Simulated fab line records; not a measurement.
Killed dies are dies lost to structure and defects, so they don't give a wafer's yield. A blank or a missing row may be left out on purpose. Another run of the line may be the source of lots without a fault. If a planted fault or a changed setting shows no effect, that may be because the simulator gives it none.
Split-lot experiment	flow n5Finfet	7 lots, 21 wafers read, on a route of 1938 steps

## ABOUT THE SPLIT
At N5_BEOL_M10_DEP_56 (deposits SiCN from 3MS/NH3, target thk 15 nm, time 26.5 s), the setting timeS was moved away from the recipe's 26.5 s on 7 of the 21 wafers read, by -14.7% to +9.2%. For the rest of the wafers, this setting stayed at what the recipe calls for.

The reading comes from the split's own step.

## THE READING
SiCN_of_BEOL_M10_DEP_56.thkNm (the simulator's own value, which no gauge read), in nm, at N5_BEOL_M10_DEP_56 (deposits SiCN from 3MS/NH3, target thk 15 nm, time 26.5 s). The file gives no usual value for it. The 14 wafers here that ran the recipe average 15.0 nm, standard deviation 0.28 nm.

wafer	tool, chamber at the split	timeS as run, s	against the recipe	SiCN_of_BEOL_M10_DEP_56.thkNm, nm	against lot-mates on the recipe
L075.2	pecvd-02, 0	26.5	recipe	15.2	-
L075.4	pecvd-02, 0	26.5	recipe	15.6	-
L075.6	pecvd-02, 2	27.74	+4.7%	15.8	+0.4
L077.3	pecvd-03, 1	28.94	+9.2%	16.4	+1.5
L077.5	pecvd-03, 2	26.5	recipe	14.8	-
L077.6	pecvd-03, 1	26.5	recipe	15	-
L079.2	pecvd-03, 0	26.5	recipe	14.6	-
L079.4	pecvd-03, 1	22.6	-14.7%	12.8	-2.0
L079.6	pecvd-03, 0	26.5	recipe	15	-
L078.2	pecvd-02, 0	26.5	recipe	15	-
L078.4	pecvd-02, 1,2	26.5	recipe	15.2	-
L078.6	pecvd-02, 1,2	26.5	recipe	15.2	-
L086.1	pecvd-01, 2	23.82	-10.1%	13.4	-1.8
L086.2	pecvd-01, 0	23.82	-10.1%	13.6	-1.6
L086.6	pecvd-01, 0	26.5	recipe	15.2	-
L087.2	pecvd-02, 2	26.5	recipe	14.6	-
L087.3	pecvd-02, 1,2	27.82	+5.0%	15.6	+1.0
L087.6	pecvd-02, 1,2	27.82	+5.0%	15.6	+1.0
L089.2	pecvd-02, 1	26.5	recipe	14.6	-
L089.5	pecvd-02, 1	26.5	recipe	15	-
L089.6	pecvd-02, 2	26.5	recipe	14.8	-
The file does not say which wafer passed through which chamber wherever a row lists several chambers: such a row stands for several wafers.

FIT RESULTS
A straight line over all 21 wafers: SiCN_of_BEOL_M10_DEP_56.thkNm changes by +0.147 nm for each +1% of timeS; r = +0.96; the points scatter about the line by 0.25 nm.
The same after taking each lot's own level away (the mean of its wafers on the recipe; 21 wafers): +0.155 nm for each +1%; r = +0.98; scatter 0.18 nm.
According to that fit, moving timeS by its largest amount changes the reading by 2.3 nm.
Measured against the standard deviation above, the lots' own levels, which go from 14.60 to 15.40 nm, span 2.9 times it.
The two slopes are in agreement: the lot-to-lot level therefore moves the slope only a little.
Check: with one of the wafers moved furthest among these (-14.7%) left out of the fit, the line predicts -2.45 nm for it against its lot-mates. It came out at -2 nm against them.

## OTHER SPLITS ON THESE WAFERS
These wafers also went through other splits before the reading. Each is held against what the fit with the lots' levels taken away leaves over:
other split on the same wafers	wafers away from the commonest value	r with SiCN_of_BEOL_M10_DEP_56.thkNm (lot level and that fit taken away)
N5_BEOL_M5_COAT_74 spinRpm	8	-0.53
N5_BEOL_M6_COAT_22 spinRpm	11	-0.08
N5_BEOL_M7_EXPOSE_25 doseMj	5	+0.12
N5_BEOL_M7_DESCUM_33 timeS	8	+0.20

## FILE'S OWN FIT
SiCN_of_BEOL_M10_DEP_56.thkNm changes by +0.149 nm for each +1% of timeS, r = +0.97.
